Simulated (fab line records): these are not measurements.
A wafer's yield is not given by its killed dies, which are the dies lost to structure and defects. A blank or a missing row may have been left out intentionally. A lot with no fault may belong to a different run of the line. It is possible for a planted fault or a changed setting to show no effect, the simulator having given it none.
A lot that was struck, set against a sound lot    flow n5Finfet    26 steps out of a route of 1938
Sound: wafers L580.2, L580.4, L580.6. Struck: wafers L572.1, L572.2, L572.4. At the end, the cause is stated.
Per side, at each step with rows, come the tool, then ch with its chambers, and then its first start. Under that, the readings that differ: sound wafers    struck wafers    difference of the means    sigmas: that difference in standard deviations of wafers without a fault.
alike: words and numbers the same on both sides, and readings whose means are apart by under 2 such deviations; not compared: readings that were withheld, readings missing a value for some wafer, numbers with overlapping values and no deviation given by the record, and bounds like >300 which may hide the same value.
A row with sigmas, a row that says differs or no value, or rows on one side alone: a step with any of these is where the two part. Numbers that have no deviation but don't overlap get no sigmas and don't part them. A reading missing from all wafers of one side parts the sides only when that side holds two or more wafers.

first, 8 steps without rows for these wafers: N5_BEOL_M4_PRE_CLEAN_60 (time 15 s); N5_BEOL_M4_CO_CAP_55 (material Co, precursor CCTBA/H2, target thk 2 nm, time 102.1 s); N5_BEOL_M4_PRE_CLEAN_56 (time 15 s); N5_BEOL_M4_DEP_57 (deposits SiCN from 3MS/NH3, target thk 8 nm, time 14 s); N5_BEOL_M5_ILD_DEP_00 (deposits SiCOH lowk from DEMS/porogen, target thk 140.64 nm, time 25.9 s); N5_BEOL_M5_CURE_79 (cures SiCOH lowk, time 240 s); N5_BEOL_M5_PECVD_70 (deposits SiO2 from TEOS/O2, target thk 16 nm, time 18 s); N5_BEOL_M5_HM_DEP_02 (deposits TiN, target thk 20 nm).
N5_BEOL_M5_COAT_59: time 60 s, resist thk 60 nm.
  sound on lithoTrack-05 ch 0, day 14 09:01; struck on lithoTrack-03 ch 0, day 12 15:14
reading                                  sound                 struck                difference  sigmas
spinSpeedRpm (rpm)                       1499.6 1500.2 1501.7  1010.0 1009.7 1009.9  -490.6      -99 or more
model.SOC_of_BEOL_M5_COAT_59.thkNm (nm)  60 60 60              73.4 73.2 73          +13.2       
then, 11 steps without rows for these wafers: N5_BEOL_M5_COAT_60 (time 60 s, resist thk 12 nm); N5_BEOL_M5_COAT_71 (time 60 s, resist thk 5 nm); N5_BEOL_M5_COAT_05 (resist thk 30 nm); N5_BEOL_M5_EBR_07; N5_BEOL_M5_SOFTBAKE_06 (time 60 s); N5_BEOL_M5_EXPOSE_08 (exposes mask M5, target cd 28 nm); N5_BEOL_M5_PEB_09 (peb time 60 s); N5_BEOL_M5_DEVELOP_10 (develop time 30 s); N5_BEOL_M5_DESCUM_16 (chemistry O2, time 7 s); N5_BEOL_M5_ETCH_72 (etches underlayer in N2/H2, target depth 6.5 nm, time 5.2 s); N5_BEOL_M5_ETCH_61 (etches SiARC in CF4, target depth 15.6 nm, time 26 s).
N5_BEOL_M5_ETCH_62: etches SOC in N2/H2, target depth 75 nm, overetch 15 nm, time 112.5 s.
  sound on rieDiel-06 ch 0,1,2, day 14 09:47; struck on rieDiel-01 ch 0,1,3, day 12 15:50
reading                  sound              struck             difference  sigmas
oesProductAu (a.u.)      0.57 0.57 0.56     0.78 0.70 0.71     +0.16       +3
model.etch.depthNm (nm)  60.09 60.02 60.04  73.33 73.16 73.01  +13.12      
  alike: drypumpMotorCurrentA, rfVppV, showerheadPlenumPTorr, throttleValvePct
  not compared: rfHoursCounterH
then, 3 steps without rows for these wafers: N5_BEOL_M5_STRIP_63 (strips in N2/H2); N5_BEOL_M5_STRIP_73 (strips in N2/H2); N5_BEOL_M5_STRIP_64 (strips in CF4).
N5_BEOL_M5_HM_OPEN_17: chemistry Cl2/BCl3, target TiN, target depth 20 nm, overetch 6 nm.
  sound on rieMetal-02 ch 0,1, day 14 09:58; struck on rieMetal-02 ch 0,1, day 12 16:00
reading                                  sound         struck        difference  sigmas
model.SOC_of_BEOL_M5_COAT_59.thkNm (nm)  52 51.8 51.8  65 64.8 64.8  +13         
  alike: drypumpMotorCurrentA, heBacksideLeakSccm, oesProductAu, throttleValvePct
  not compared: rfHoursCounterH
then, 1 step without rows for these wafers: N5_BEOL_M5_STRIP_19 (strips in O2).

## WHERE THEY PART
At N5_BEOL_M5_COAT_59 first; at N5_BEOL_M5_ETCH_62 last (within this record only). Later steps at which nothing parts them and some readings are alike: N5_BEOL_M5_HM_OPEN_17.

WHY: the cause the simulator had injected
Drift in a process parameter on lithoTrack-03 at N5_BEOL_M5_COAT_59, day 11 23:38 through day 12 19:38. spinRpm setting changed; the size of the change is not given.
